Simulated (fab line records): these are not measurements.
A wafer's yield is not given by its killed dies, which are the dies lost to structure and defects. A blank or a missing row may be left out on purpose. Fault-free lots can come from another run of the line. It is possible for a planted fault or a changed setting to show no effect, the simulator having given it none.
What tool caused it? -- flow n5-finfet -- 24 lots, 72 wafers sampled, at 6 steps of a route of 1938

WHAT EACH GAUGE READ, for each wafer
N5_BEOL_M9_CD_MEAS_35: target cd 70 nm, target cd y 40 nm. Usual: cd-nm 69.9 nm, standard deviation 0.58.
lot,measured,on,cd-nm (nm),flag
L074,day 10 16:05,cd-sem-03,69.1 70.0 70.0,
L075,day 10 15:49,cd-sem-02,69.7 71.3 69.4,
L076,day 10 23:02,cd-sem-01,70.3 69.8 70.1,
L079,day 11 02:57,cd-sem-02,70.5 70.0 70.2,
L077,day 11 21:46,cd-sem-02,70.1 69.6 70.1,
L078,day 11 23:49,cd-sem-03,69.6 70.3 70.3,
L081,day 12 06:16,cd-sem-01,69.3 69.8 69.9,
L080,day 12 12:25,cd-sem-01,69.9 70.5 69.8,
L082,day 12 17:44,cd-sem-03,70.2 68.9 68.9,
L083,day 12 17:46,cd-sem-01,69.4 70.5 70.3,
L084,day 12 20:25,cd-sem-02,70.4 69.1 69.4,
L085,day 13 02:06,cd-sem-02,69.5 70.1 70.0,
L086,day 13 18:37,cd-sem-01,70.7 69.9 70.8,
L087,day 14 03:17,cd-sem-01,70.1 70.2 70.6,
L089,day 14 09:01,cd-sem-01,69.3 70.1 69.8,
L088,day 14 09:04,cd-sem-02,70.2 69.2 68.0,
L090,day 14 08:59,cd-sem-02,70.3 70.4 70.0,
L092,day 14 14:16,cd-sem-03,70.1 69.1 69.7,
L091,day 14 18:23,cd-sem-03,69.8 70.3 70.9,
L093,day 15 09:04,cd-sem-01,69.8 69.4 69.3,
L094,day 15 15:11,cd-sem-02,69.6 69.7 69.6,
L095,day 15 15:08,cd-sem-03,71.0 69.8 70.4,
L096,day 16 15:25,cd-sem-03,70.6 69.2 68.9,
L097,day 17 20:59,cd-sem-03,69.0 69.8 70.3,

N5_BEOL_M9_RS_MEAS_57: measurement is done with a four-point probe. Usual: M9_RS typically reads 0.151 ohm/sq, with standard deviation 0.004.
lot,measured,on,M9_RS (ohm/sq),flag
L074,day 10 19:01,film-metro-02,0.152 0.152 0.149,
L075,day 10 18:47,film-metro-02,0.144 0.150 0.152,
L076,day 11 01:26,film-metro-01,0.153 0.148 0.155,
L079,day 11 05:10,film-metro-02,0.154 0.155 0.147,
L077,day 12 01:21,film-metro-02,0.150 0.148 0.148,
L078,day 12 03:59,film-metro-01,0.149 0.157 0.145,
L081,day 12 08:46,film-metro-01,0.150 0.157 0.157,
L080,day 12 16:23,film-metro-01,0.151 0.153 0.153,
L082,day 12 20:17,film-metro-02,0.147 0.153 0.152,
L083,day 12 21:26,film-metro-01,0.143 0.153 0.151,
L084,day 12 23:46,film-metro-02,0.147 0.151 0.148,
L085,day 13 05:02,film-metro-01,0.154 0.155 0.159,
L086,day 13 20:45,film-metro-01,0.146 0.150 0.147,
L087,day 14 06:26,film-metro-01,0.153 0.150 0.147,
L089,day 14 12:16,film-metro-01,0.154 0.149 0.153,
L088,day 14 12:14,film-metro-02,0.145 0.157 0.153,
L090,day 14 11:59,film-metro-01,0.148 0.156 0.150,
L092,day 14 16:22,film-metro-01,0.152 0.154 0.157,
L091,day 14 20:55,film-metro-01,0.156 0.146 0.151,
L093,day 15 11:28,film-metro-02,0.157 0.156 0.159,
L094,day 15 18:02,film-metro-01,0.145 0.155 0.149,
L095,day 15 17:40,film-metro-02,0.156 0.145 0.152,
L096,day 16 17:59,film-metro-02,0.148 0.158 0.158,
L097,day 18 01:16,film-metro-02,0.146 0.153 0.159,

TOOL THAT RAN EACH LOT (tool first, then ch and the chambers of the sampled wafers, then the start)
lot,N5_BEOL_M9_STRIP_19,N5_BEOL_M9_TRENCH_ETCH_37,N5_BEOL_M9_SURFACE_TREAT_79,N5_BEOL_M9_DEP_56
L074,"rie-diel-06 ch 0,2,3, day 10 12:56","rie-diel-06 ch 1,2,3, day 10 16:05 or earlier","pvd-sputter-02, day 10 17:01","pecvd-02 ch 1,2, day 10 18:57"
L075,"rie-diel-06 ch 0,1,2, day 10 12:59","rie-diel-03 ch 1,2,3, day 10 15:49 or earlier","pvd-sputter-03, day 10 17:00","pecvd-02 ch 1, day 10 18:42"
L076,"rie-diel-03 ch 0,1, day 10 21:13","rie-diel-06 ch 0,1,2, day 10 23:02 or earlier","pvd-sputter-02, day 11 00:11","pecvd-04 ch 0,2, day 11 01:21"
L079,"rie-diel-05 ch 1,2,3, day 11 01:35","rie-diel-03 ch 1,2,3, day 11 02:57 or earlier","pvd-sputter-03, day 11 03:51","pecvd-03 ch 1,2, day 11 05:05"
L077,"rie-diel-06 ch 0,2,3, day 11 19:44","rie-diel-03 ch 0,2, day 11 21:46 or earlier","pvd-sputter-01, day 11 23:11","pecvd-04 ch 1,2, day 12 01:16"
L078,"rie-diel-05 ch 0,1,2, day 11 22:34","rie-diel-03 ch 0,1,3, day 11 23:49 or earlier","pvd-sputter-01, day 12 02:34","pecvd-03 ch 1,2, day 12 03:55"
L081,"rie-diel-06 ch 0,1, day 12 03:47","rie-diel-05 ch 0,1, day 12 06:16 or earlier","pvd-sputter-01, day 12 07:27","pecvd-02 ch 0,1,2, day 12 08:41"
L080,"rie-diel-06 ch 0,1,3, day 12 10:31","rie-diel-05 ch 1,2, day 12 12:25 or earlier","pvd-sputter-03, day 12 15:08","pecvd-03 ch 1,2, day 12 16:19"
L082,"rie-diel-03 ch 0,2,3, day 12 13:17","rie-diel-06 ch 0,1,3, day 12 17:44 or earlier","pvd-sputter-03, day 12 18:42","pecvd-02 ch 0,1,2, day 12 20:13"
L083,"rie-diel-03 ch 0,3, day 12 14:13","rie-diel-05 ch 0,1,3, day 12 17:46 or earlier","pvd-sputter-03, day 12 18:44","pecvd-03 ch 1,2, day 12 21:21"
L084,"rie-diel-03 ch 0,2,3, day 12 18:39","rie-diel-03 ch 0,1,2, day 12 20:25 or earlier","pvd-sputter-03, day 12 22:25","pecvd-02 ch 0,2, day 12 23:41"
L085,"rie-diel-03 ch 0,1,2, day 13 00:10","rie-diel-05 ch 0,2,3, day 13 02:06 or earlier","pvd-sputter-02, day 13 03:15","pecvd-04 ch 0,2, day 13 04:58"
L086,"rie-diel-05 ch 0,1, day 13 16:52","rie-diel-03 ch 1,2, day 13 18:37 or earlier","pvd-sputter-01, day 13 19:28","pecvd-03 ch 0,2, day 13 20:41"
L087,"rie-diel-03 ch 0,1,2, day 14 02:03","rie-diel-03 ch 0,1,2, day 14 03:17 or earlier","pvd-sputter-02, day 14 04:37","pecvd-04 ch 0,1,2, day 14 06:22"
L089,"rie-diel-06 ch 1,2,3, day 14 04:59","rie-diel-06 ch 0,1,2, day 14 09:01 or earlier","pvd-sputter-01, day 14 10:02","pecvd-03 ch 0,1,2, day 14 12:11"
L088,"rie-diel-05 ch 0,2, day 14 05:37","rie-diel-03 ch 1,3, day 14 09:04 or earlier","pvd-sputter-02, day 14 10:10","pecvd-04 ch 0,1,2, day 14 12:10"
L090,"rie-diel-06 ch 0,1,2, day 14 06:13","rie-diel-05 ch 0,1,2, day 14 08:59 or earlier","pvd-sputter-02, day 14 09:51","pecvd-04 ch 0,1,2, day 14 11:54"
L092,"rie-diel-05 ch 0,1,3, day 14 12:37","rie-diel-06 ch 2,3, day 14 14:16 or earlier","pvd-sputter-01, day 14 15:10","pecvd-02 ch 0,1,2, day 14 16:17"
L091,"rie-diel-06 ch 0,1,3, day 14 14:49","rie-diel-03 ch 0,1,3, day 14 18:23 or earlier","pvd-sputter-01, day 14 19:19","pecvd-04 ch 0,1,2, day 14 20:51"
L093,"rie-diel-03 ch 0,3, day 15 03:20","rie-diel-06 ch 2,3, day 15 09:04 or earlier","pvd-sputter-01, day 15 09:53","pecvd-04 ch 1,2, day 15 11:23"
L094,"rie-diel-06 ch 0,1, day 15 11:42","rie-diel-03 ch 0,2,3, day 15 15:11 or earlier","pvd-sputter-02, day 15 16:36","pecvd-02 ch 0,1,2, day 15 17:58"
L095,"rie-diel-05 ch 0,2,3, day 15 13:37","rie-diel-06 ch 1,2,3, day 15 15:08 or earlier","pvd-sputter-02, day 15 16:20","pecvd-02 ch 1,2, day 15 17:36"
L096,"rie-diel-03 ch 0,2, day 16 10:41","rie-diel-03 ch 1,3, day 16 15:25 or earlier","pvd-sputter-03, day 16 16:29","pecvd-03 ch 0,2, day 16 17:53"
L097,"rie-diel-06 ch 0,1,2, day 17 18:40","rie-diel-06 ch 0,1,3, day 17 20:59 or earlier","pvd-sputter-02, day 17 23:51","pecvd-02 ch 0,1,2, day 18 01:11"
- N5_BEOL_M9_STRIP_19: strips in O2.
- N5_BEOL_M9_TRENCH_ETCH_37: etches SiCOH lowk in C4F6/O2, target depth 151.43 nm, time 49 s.
- N5_BEOL_M9_SURFACE_TREAT_79
- N5_BEOL_M9_DEP_56: deposits SiCN from 3MS/NH3, target thk 15 nm, time 26.5 s.

AS READ BY THE TOOLS THEMSELVES (means over the sampled wafers that have a number; for cases with no such wafer, the mark the record gives instead)
N5_BEOL_M9_STRIP_19. Usual: drypump-motor-current-A 5.7 A, standard deviation 0.42; oes-product-au 0.76 a.u., standard deviation 0.052; rf-vpp-V 3.6 V, standard deviation 0.63; showerhead-plenum-p-Torr 2.08 Torr, standard deviation 0.079; throttle-valve-pct 16.65 %, standard deviation 0.18.
lot,tool,drypump-motor-current-A (A),oes-product-au (a.u.),rf-vpp-V (V),showerhead-plenum-p-Torr (Torr),throttle-valve-pct (%),flag
L074,rie-diel-06,5.9,0.74,3.4,2.15,16.68,
L075,rie-diel-06,5.8,0.76,3.7,2.07,16.74,
L076,rie-diel-03,5.5,0.79,3.7,2.07,16.53,
L079,rie-diel-05,5.8,0.82,3.2,2.10,16.57,
L077,rie-diel-06,5.9,0.73,3.7,2.14,16.70,
L078,rie-diel-05,5.6,0.79,4.0,2.08,16.63,
L081,rie-diel-06,5.7,0.75,4.1,2.01,16.69,
L080,rie-diel-06,5.7,0.74,4.2,2.08,16.64,
L082,rie-diel-03,5.6,0.74,3.5,2.09,16.56,
L083,rie-diel-03,5.3,0.75,3.4,2.12,16.64,
L084,rie-diel-03,5.6,0.75,3.6,2.09,16.56,
L085,rie-diel-03,5.7,0.77,3.5,2.03,16.49,
L086,rie-diel-05,5.9,0.74,3.7,2.06,16.79,
L087,rie-diel-03,5.7,0.76,3.5,2.03,16.49,
L089,rie-diel-06,5.7,0.74,4.2,2.06,16.82,
L088,rie-diel-05,5.1,0.77,3.4,2.10,16.69,
L090,rie-diel-06,5.8,0.74,4.0,2.07,16.78,
L092,rie-diel-05,6.1,0.75,4.0,2.07,16.74,
L091,rie-diel-06,5.7,0.72,3.4,2.08,16.65,
L093,rie-diel-03,5.4,0.74,3.5,2.12,16.68,
L094,rie-diel-06,5.6,0.74,3.5,2.00,16.74,
L095,rie-diel-05,5.5,0.84,3.6,2.09,16.62,
L096,rie-diel-03,5.9,0.71,3.8,2.01,16.52,
L097,rie-diel-06,5.8,0.71,3.5,2.06,16.84,

N5_BEOL_M9_TRENCH_ETCH_37. Usual: C4F6_flow_sccm 10.00 sccm, standard deviation 0.03; bias-w 185.0 W, standard deviation 0.54; drypump-motor-current-A 5.7 A, standard deviation 0.4; oes-product-au 0.76 a.u., standard deviation 0.051; rf-vpp-V 664 V, standard deviation 14; showerhead-plenum-p-Torr 2.83 Torr, standard deviation 0.1; throttle-valve-pct 20.88 %, standard deviation 0.17.
lot,tool,C4F6_flow_sccm (sccm),bias-w (W),drypump-motor-current-A (A),oes-product-au (a.u.),rf-vpp-V (V),showerhead-plenum-p-Torr (Torr),throttle-valve-pct (%),flag
L074,rie-diel-06,10.03,185.0,5.8,0.76,666,2.82,21.05,
L075,rie-diel-03,9.98,185.2,5.5,0.80,653,2.83,20.79,
L076,rie-diel-06,10.00,185.3,5.8,0.76,663,2.81,20.93,
L079,rie-diel-03,10.01,185.1,5.6,0.79,654,2.83,20.78,
L077,rie-diel-03,10.01,185.6,5.7,0.74,677,2.78,20.68,
L078,rie-diel-03,10.01,185.1,5.3,0.79,657,2.86,20.80,
L081,rie-diel-05,9.98,184.6,5.9,0.74,659,2.80,20.95,
L080,rie-diel-05,9.99,184.8,5.4,0.83,664,2.87,20.90,
L082,rie-diel-06,9.97,185.2,5.7,0.74,674,2.83,20.88,
L083,rie-diel-05,9.98,185.1,6.1,0.76,668,2.81,20.90,
L084,rie-diel-03,9.99,185.1,5.7,0.77,664,2.77,20.71,
L085,rie-diel-05,10.01,185.1,5.5,0.75,660,2.84,20.94,
L086,rie-diel-03,9.97,185.4,5.9,0.76,660,2.74,20.72,
L087,rie-diel-03,9.97,185.0,5.7,0.75,663,2.76,20.72,
L089,rie-diel-06,10.00,184.7,5.8,0.74,664,2.80,20.97,
L088,rie-diel-03,10.01,185.3,5.2,0.78,648,2.90,20.92,
L090,rie-diel-05,9.97,185.0,5.7,0.78,661,2.82,20.94,
L092,rie-diel-06,10.02,184.7,5.9,0.73,661,2.89,21.18,
L091,rie-diel-03,10.01,184.6,5.3,0.77,657,2.85,20.84,
L093,rie-diel-06,9.99,184.6,5.8,0.71,671,2.92,21.11,
L094,rie-diel-03,10.01,185.1,5.6,0.73,667,2.83,20.81,
L095,rie-diel-06,10.01,184.6,5.8,0.74,666,2.80,21.09,
L096,rie-diel-03,9.99,184.8,5.2,0.77,647,2.90,20.95,
L097,rie-diel-06,10.00,185.5,5.7,0.71,673,2.81,20.93,

N5_BEOL_M9_DEP_56. Usual: showerhead-plenum-p-Torr 3.669 Torr, standard deviation 0.015; throttle-valve-pct 9.1 %, standard deviation 0.42.
lot,tool,showerhead-plenum-p-Torr (Torr),throttle-valve-pct (%),flag
L074,pecvd-02,3.661,8.9,
L075,pecvd-02,3.662,9.2,
L076,pecvd-04,3.688,9.4,
L079,pecvd-03,3.666,8.8,
L077,pecvd-04,3.655,9.8,
L078,pecvd-03,3.675,9.2,
L081,pecvd-02,3.666,8.9,
L080,pecvd-03,3.672,9.2,
L082,pecvd-02,3.663,8.8,
L083,pecvd-03,3.668,9.2,
L084,pecvd-02,3.668,8.9,
L085,pecvd-04,3.686,9.4,
L086,pecvd-03,3.667,8.8,
L087,pecvd-04,3.672,9.6,
L089,pecvd-03,3.669,9.0,
L088,pecvd-04,3.673,9.6,
L090,pecvd-04,3.672,9.7,
L092,pecvd-02,3.667,8.9,
L091,pecvd-04,3.677,9.5,
L093,pecvd-04,3.661,9.9,
L094,pecvd-02,3.663,8.9,
L095,pecvd-02,3.665,8.9,
L096,pecvd-03,3.661,9.0,
L097,pecvd-02,3.666,9.0,

THE ANSWER, worked out from the rows above alone
Rule: lot off if the mean of its wafers having a number is beyond 3 standard deviations from the usual mean. A lot without any number at a reading at which 4 lots or more have one is off too. Where the step has rows for the other lots, those lots are counted as sound. Order of review: gauges by route order, followed by the tools' own readings, for which a lot's mean as printed above is used. At the first step where some lot is off, the reading lying furthest off is the one used; lots without a number count as furthest.
None of the lots is off at any reading shown; this tells nothing.

WHAT WAS PUT IN BY THE SIMULATOR
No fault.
